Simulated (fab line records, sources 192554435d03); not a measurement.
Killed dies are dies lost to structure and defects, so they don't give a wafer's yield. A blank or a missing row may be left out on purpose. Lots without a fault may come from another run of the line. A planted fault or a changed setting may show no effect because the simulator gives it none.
One fault seen from 2 desks | flow n5_finfet | each desk has only its own numbers; what lay behind them comes last

THE METROLOGY DESK
What the gauges read, lot by lot, whatever tool the lot ran on: means of the sampled wafers that have a number. A lot is out of limits, marked OUT, if its mean lies more than 4 standard deviations from the usual mean; the brackets give that distance. Of its 10 readings 7 are shown: those that lie furthest out on some lot.
Columns: A = DIBL_N at N5_BEOL_M4_RC_MEAS_101, usual 36.3 mV/V; B = DIBL_P at N5_BEOL_M4_RC_MEAS_101, usual 36.3 mV/V; C = IOFF_N at N5_BEOL_M4_RC_MEAS_101, usual 0.16 nA/um; D = IOFF_P at N5_BEOL_M4_RC_MEAS_101, usual 0.21 nA/um; E = SS_N at N5_BEOL_M4_RC_MEAS_101, usual 71.6 mV/dec; F = SS_P at N5_BEOL_M4_RC_MEAS_101, usual 73.3 mV/dec; G = VT_N at N5_BEOL_M4_RC_MEAS_101, usual 250 mV
lot  | first seen here | A    | B    | C    | D    | E    | F    | G
L306 | day 8 07:41     | 32.4 | 31.6 | 0.10 | 0.15 | 70.0 | 72.0 | 257
L307 | day 8 16:58     | 33.8 | 32.7 | 0.12 | 0.15 | 70.9 | 72.9 | 254
L310 | day 9 08:29     | 35.9 | 36.8 | 0.16 | 0.21 | 71.3 | 73.2 | 249
L313 | day 11 02:29    | 38.7 | 37.9 | 0.19 | 0.21 | 72.6 | 73.4 | 250
L319 | day 12 22:51    | 34.5 | 35.3 | 0.15 | 0.21 | 71.2 | 72.8 | 252
L324 | day 13 08:12    | 35.0 | 34.7 | 0.16 | 0.18 | 71.4 | 72.9 | 248
L325 | day 14 05:52    | 38.4 | 38.6 | 0.21 | 0.25 | 72.3 | 74.3 | 245
L322 | day 14 07:01    | 36.8 | 37.4 | 0.20 | 0.23 | 71.8 | 74.1 | 247
L327 | day 14 14:23    | 36.7 | 37.0 | 0.19 | 0.22 | 71.9 | 73.0 | 246
This desk's finding: nothing out of limits on any of the 9 lots.

THE TOOL OWNER'S DESK: rie_metal-03
The tool's own readings at N5_GATE_CUT_CUT_ETCH_53 (etches W in SF6/Cl2, target depth 79.2 nm): means of the sampled wafers that have a number, for each lot that ran on this tool. A lot is out of limits, marked OUT, if its mean lies more than 4 standard deviations from the usual mean; the brackets give that distance.
Columns: A = drypump_motor_current_A at N5_GATE_CUT_CUT_ETCH_53, usual 5.7 A; B = etch_rf_on_time_s at N5_GATE_CUT_CUT_ETCH_53, usual 26.3 s; C = oes_product_au at N5_GATE_CUT_CUT_ETCH_53, usual 0.77 a.u.; D = throttle_valve_pct at N5_GATE_CUT_CUT_ETCH_53, usual 28.77 %
lot  | first seen here | A   | B               | C    | D
L306 | day 4 23:56     | 6.0 | 27.0            | 0.74 | 28.75
L307 | day 5 07:07     | 6.0 | 26.6            | 0.74 | 28.77
L310 | day 5 23:44     | 6.0 | 26.5            | 0.73 | 28.76
L313 | day 6 17:40     | 6.2 | 27.0            | 0.76 | 28.81
L319 | day 8 09:03     | 6.5 | 22.1 (-6.0) OUT | 0.89 | 28.89
L322 | day 9 02:11     | 6.2 | 23.7            | 0.81 | 28.83
This desk's finding: out of limits on L319; first on L319, day 8 09:03 (etch_rf_on_time_s at N5_GATE_CUT_CUT_ETCH_53). In limits: L306, L307, L310, L313, L322.

PUT TOGETHER
The tool owner's desk could have raised an alarm at day 8 09:03, on L319.
The metrology desk saw nothing out of limits.
The metrology desk has L319 on record, within its limits.
Of the lots named, all ran N5_GATE_CUT_CUT_ETCH_53 on rie_metal-03.

WHAT THE SIMULATOR HAD PUT IN
Process parameter drift: rie_metal-03, from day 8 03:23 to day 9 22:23, at N5_GATE_CUT_CUT_ETCH_53. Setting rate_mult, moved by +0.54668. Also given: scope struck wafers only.
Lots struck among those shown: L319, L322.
Hours from the fault's start to each desk's first reading out of limits: the tool owner's desk, 6.
